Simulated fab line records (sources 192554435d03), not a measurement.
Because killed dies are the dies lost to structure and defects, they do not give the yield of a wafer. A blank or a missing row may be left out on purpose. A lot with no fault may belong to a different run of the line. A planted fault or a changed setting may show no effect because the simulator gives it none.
One fault through the eyes of 3 desks :: flow n5-finfet :: numbers are kept per desk, each desk with only its own; the story behind them comes last

== THE DEFECT DESK ==
Counts from the inspections along the route, per lot, as means over the sampled wafers that have a number. The brackets show how far a lot's mean lies from the usual mean; more than 4 standard deviations puts the lot out of limits, marked OUT.
Columns: A = raw-defect-count at N5_BEOL_M3_INSPECT_59, usual 73; B = raw-defect-count at N5_BEOL_M4_INSPECT_13, usual 422; C = raw-defect-count at N5_BEOL_M4_INSPECT_30, usual 423
lot: L403
first seen here: day 7 11:26
A: 85
B: 412
C: 400

lot: L404
first seen here: day 7 15:49
A: 88
B: 446
C: 424

lot: L405
first seen here: day 7 22:05
A: 365 (+13) OUT
B: 777 (+4.4) OUT
C: 794 (+4.4) OUT

lot: L408
first seen here: day 9 00:58
A: 382 (+14) OUT
B: 758 (+4.1) OUT
C: 727

lot: L415
first seen here: day 10 10:18
A: 77
B: 459
C: 498

lot: L417
first seen here: day 10 20:10
A: 51
B: 470
C: 484

lot: L419
first seen here: day 11 15:32
A: 75
B: 447
C: 460

lot: L420
first seen here: day 11 18:04
A: 63
B: 511
C: 556

lot: L425
first seen here: day 13 03:22
A: 75
B: 406
C: 426
This desk's verdict: out of limits on L405, L408, starting with L405 at day 7 22:05 (raw-defect-count at N5_BEOL_M3_INSPECT_59). Within limits: L403, L404, L415, L417, L419, L420, L425.

== METROLOGY DESK ==
Means of the sampled wafers that have a number, per lot and without regard to the tool the lot ran on: this is what the gauges read. The brackets show how far a lot's mean lies from the usual mean; more than 4 standard deviations puts the lot out of limits, marked OUT. It has 10 readings; the 7 that lie furthest out on some lot are the ones shown.
Columns: A = DIBL_N at N5_BEOL_M4_RC_MEAS_101, usual 36.0 mV/V; B = DIBL_P at N5_BEOL_M4_RC_MEAS_101, usual 36.1 mV/V; C = IOFF_N at N5_BEOL_M4_RC_MEAS_101, usual 0.160 nA/um; D = IOFF_P at N5_BEOL_M4_RC_MEAS_101, usual 0.21 nA/um; E = ION_P at N5_BEOL_M4_RC_MEAS_101, usual 464 uA/um; F = SS_P at N5_BEOL_M4_RC_MEAS_101, usual 73.3 mV/dec; G = VT_P at N5_BEOL_M4_RC_MEAS_101, usual -249 mV
lot: L403
first seen here: day 7 20:04
A: 36.5
B: 35.1
C: 0.144
D: 0.19
E: 453
F: 73.0
G: -253

lot: L404
first seen here: day 8 01:37
A: 36.8
B: 35.5
C: 0.161
D: 0.22
E: 460
F: 73.3
G: -249

lot: L405
first seen here: day 8 07:10
A: 34.9
B: 35.2
C: 0.140
D: 0.18
E: 460
F: 72.7
G: -252

lot: L408
first seen here: day 9 12:39
A: 37.4
B: 36.4
C: 0.157
D: 0.23
E: 467
F: 73.3
G: -248

lot: L415
first seen here: day 10 22:04
A: 35.9
B: 34.9
C: 0.152
D: 0.20
E: 472
F: 73.2
G: -251

lot: L417
first seen here: day 11 04:11
A: 34.8
B: 33.9
C: 0.135
D: 0.20
E: 463
F: 72.7
G: -250

lot: L419
first seen here: day 12 03:53
A: 35.4
B: 36.3
C: 0.158
D: 0.22
E: 464
F: 73.0
G: -248

lot: L420
first seen here: day 12 04:14
A: 35.9
B: 36.6
C: 0.167
D: 0.20
E: 460
F: 73.4
G: -250

lot: L425
first seen here: day 13 15:26
A: 35.6
B: 35.5
C: 0.149
D: 0.22
E: 462
F: 73.0
G: -248
This desk's finding: nothing out of limits on any of the 9 lots.

== TOOL OWNER'S DESK, cmp-03 ==
The tool's own readings at N5_BEOL_M3_CMP_52 (polishes, stops on SiOC, t overpolish 6.8 s, target thk 40 nm): means of the sampled wafers that have a number, for each lot that ran on this tool. The brackets show how far a lot's mean lies from the usual mean; more than 4 standard deviations puts the lot out of limits, marked OUT.
Columns: A = barrier-field-endpoint-s at N5_BEOL_M3_CMP_52, usual 24.2 s; B = clearing-platen-down-force-psi at N5_BEOL_M3_CMP_52, usual 1.4998 psi; C = clearing-platen-rpm at N5_BEOL_M3_CMP_52, usual 49.999 rpm; D = motor-current-A at N5_BEOL_M3_CMP_52, usual 6.0 A; E = overpolish-run-s at N5_BEOL_M3_CMP_52, usual 6.798 s; F = platen-rpm at N5_BEOL_M3_CMP_52, usual 50.00 rpm; G = time-to-endpoint-s at N5_BEOL_M3_CMP_52, usual 60 s
lot: L403
first seen here: day 7 10:50
A: 24.4
B: 1.4987
C: 50.004
D: 6.5
E: 6.798
F: 50.01
G: 64

lot: L404
first seen here: day 7 15:13
A: 25.1
B: 1.5026
C: 50.014
D: 6.5
E: 6.800
F: 50.00
G: 64

lot: L405
first seen here: day 7 21:32
A: 24.6
B: 1.4984
C: 50.001
D: 6.6
E: 6.789
F: 50.01
G: 62

lot: L408
first seen here: day 9 00:07
A: 24.7
B: 1.4992
C: 50.003
D: 6.4
E: 6.806
F: 50.02
G: 65

lot: L419
first seen here: day 11 14:57
A: 24.3
B: 1.5024
C: 49.987
D: 6.3
E: 6.800
F: 50.02
G: 59
This desk's finding: nothing out of limits on any of the 5 lots.

== TAKEN TOGETHER ==
The defect desk could have raised an alarm at day 7 22:05, on L405, L408.
Metrology desk: nothing out of limits seen.
The desk of the tool owner found nothing out of limits.
The metrology desk has L405, L408 on record, within its limits.
On record at the tool owner's desk: L405, L408, within its limits.
Every lot named ran N5_BEOL_M3_CMP_52 on cmp-03.

== WHAT WAS PUT IN BY THE SIMULATOR ==
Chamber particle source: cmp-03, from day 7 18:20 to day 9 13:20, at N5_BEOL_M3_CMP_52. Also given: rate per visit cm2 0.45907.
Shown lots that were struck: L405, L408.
Hours from the fault's start to each desk's first reading out of limits: the defect desk, 4.
